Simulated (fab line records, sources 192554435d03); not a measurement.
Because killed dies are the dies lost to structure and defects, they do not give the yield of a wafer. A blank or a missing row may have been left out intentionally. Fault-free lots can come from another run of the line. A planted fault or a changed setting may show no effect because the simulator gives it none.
Chamber matching || flow n5_finfet || pecvd-04 running N5_BEOL_M10_ILD_DEP_00: 3 sister chambers
The step deposits SiCOH lowk from DEMS/porogen, target thk 308.51 nm, time 58 s. 3 wafers are shown with their chamber, then 10 later ones without.

EACH WAFER AND ITS CHAMBER
{"wafer": "L087.6", "chamber": 1, "throttle_valve_pct (%)": 13.2}
{"wafer": "L091.1", "chamber": 2, "throttle_valve_pct (%)": 14.2}
{"wafer": "L091.2", "chamber": 0, "throttle_valve_pct (%)": 14.3}

WAFERS WHOSE CHAMBER IS MISSING
{"wafer": "L091.3", "throttle_valve_pct (%)": 13.4}
{"wafer": "L092.1", "throttle_valve_pct (%)": 14.3}
{"wafer": "L092.2", "throttle_valve_pct (%)": 14.1}
{"wafer": "L092.5", "throttle_valve_pct (%)": 14.2}
{"wafer": "L094.1", "throttle_valve_pct (%)": 14.1}
{"wafer": "L094.5", "throttle_valve_pct (%)": 13.3}
{"wafer": "L094.6", "throttle_valve_pct (%)": 14.3}
{"wafer": "L089.1", "throttle_valve_pct (%)": 13.3}
{"wafer": "L089.2", "throttle_valve_pct (%)": 14.1}
{"wafer": "L089.3", "throttle_valve_pct (%)": 14.2}

EACH ONE'S CHAMBER
{"wafer": "L091.3", "from the rows above": 1, "in truth": 1}
{"wafer": "L092.1", "from the rows above": "can't be placed: 0 or 2", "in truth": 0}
{"wafer": "L092.2", "from the rows above": "can't be placed: 2 or 0", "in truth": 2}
{"wafer": "L092.5", "from the rows above": "can't be placed: 2 or 0", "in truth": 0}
{"wafer": "L094.1", "from the rows above": "can't be placed: 2 or 0", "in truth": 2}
{"wafer": "L094.5", "from the rows above": 1, "in truth": 1}
{"wafer": "L094.6", "from the rows above": "can't be placed: 0 or 2", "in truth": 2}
{"wafer": "L089.1", "from the rows above": 1, "in truth": 1}
{"wafer": "L089.2", "from the rows above": "can't be placed: 2 or 0", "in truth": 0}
{"wafer": "L089.3", "from the rows above": "can't be placed: 2 or 0", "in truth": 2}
Correctly placed: 3 of 10. Cannot be placed on the basis of these rows: 7; the candidates contain the true chamber in 7. Wrongly placed: 0.
How it was worked out, from the rows above alone: a wafer's distance from a chamber is the root of the sum, over the readings, of the square of ((its reading less the chamber's mean) divided by the reading's scatter). If the next closest chamber is less than 2 further off than the closest, the wafer can't be placed; otherwise it belongs to the closest. Each chamber's mean is taken over the wafers shown for it. The scatter: root of mean squared gap, hidden wafer to nearest shown wafer, with one shown wafer a chamber.
